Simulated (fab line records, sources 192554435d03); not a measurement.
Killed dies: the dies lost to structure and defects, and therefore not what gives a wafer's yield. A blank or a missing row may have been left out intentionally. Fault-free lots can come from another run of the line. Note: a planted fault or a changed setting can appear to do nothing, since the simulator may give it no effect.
Matching of chambers -- flow n5 finfet -- ald sin-03 running N5_MOL_CONTACT_COAG_ALD_133: 4 sister chambers
The step deposits SiO2, target thk 5 nm, pulse time 1 s, co reactant pulse time 1 s. 24 wafers are shown with their chamber, then 12 later ones without.

== WAFERS PAIRED WITH THEIR CHAMBERS ==
wafer,chamber,heater power w (W),precursor pulse height rel
L076.2,3,85,0.987
L076.3,0,67,1.006
L076.5,1,80,1.000
L082.1,0,69,1.032
L082.4,1,82,1.008
L082.6,0,66,1.026
L085.2,0,67,0.986
L085.4,1,83,0.998
L085.6,3,86,0.989
L086.2,1,78,0.958
L086.4,0,68,0.996
L086.5,3,87,1.011
L087.3,1,80,0.974
L087.4,0,68,1.039
L087.5,1,82,1.017
L088.1,3,86,0.993
L088.2,2,88,1.022
L088.5,3,86,1.005
L089.1,2,88,1.000
L089.2,1,80,0.998
L089.4,0,67,1.032
L090.1,2,85,1.007
L090.4,0,67,1.009
L090.6,2,87,1.029

SIGNATURES (means of the wafers above)
reading,chamber 0,chamber 1,chamber 2,chamber 3,scatter within a chamber
heater power w,67.38,80.71,87.00,86.00,1.25
precursor pulse height rel,1.01575,0.99329,1.01450,0.99700,0.0174
Rule: a wafer lies at a distance from a chamber equal to the root of the sum of squares, over the readings, of (its reading less the chamber's mean, divided by the reading's scatter). The wafer belongs to the nearest chamber; if the next one is less than 2 further off, it can't be placed. How the scatter is found: for the shown wafers, subtract from each reading the mean of its chamber, square and add these, divide the total by (wafers less chambers), then take the root.

== WAFERS WHOSE CHAMBER IS MISSING ==
wafer,heater power w (W),precursor pulse height rel
L092.2,89,0.999
L092.3,86,0.987
L092.5,86,0.973
L096.1,67,1.000
L096.3,80,1.019
L096.4,87,1.002
L097.1,67,1.005
L097.2,88,0.991
L097.3,83,1.003
L097.4,87,0.988
L097.5,88,0.962
L097.6,88,1.033

== WHICH CHAMBER EACH ONE RAN IN ==
wafer,from the rows above,in truth
L092.2,can't be placed: 2 or 3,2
L092.3,can't be placed: 3 or 2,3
L092.5,can't be placed: 3 or 2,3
L096.1,0,0
L096.3,1,1
L096.4,can't be placed: 2 or 3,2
L097.1,0,0
L097.2,can't be placed: 2 or 3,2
L097.3,can't be placed: 1 or 3 or 2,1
L097.4,can't be placed: 3 or 2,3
L097.5,can't be placed: 3 or 2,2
L097.6,can't be placed: 2 or 3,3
Placed correctly: 3 of 12. These rows do not allow placing 9 (true chamber among the candidates in 9). 0 placed wrongly.
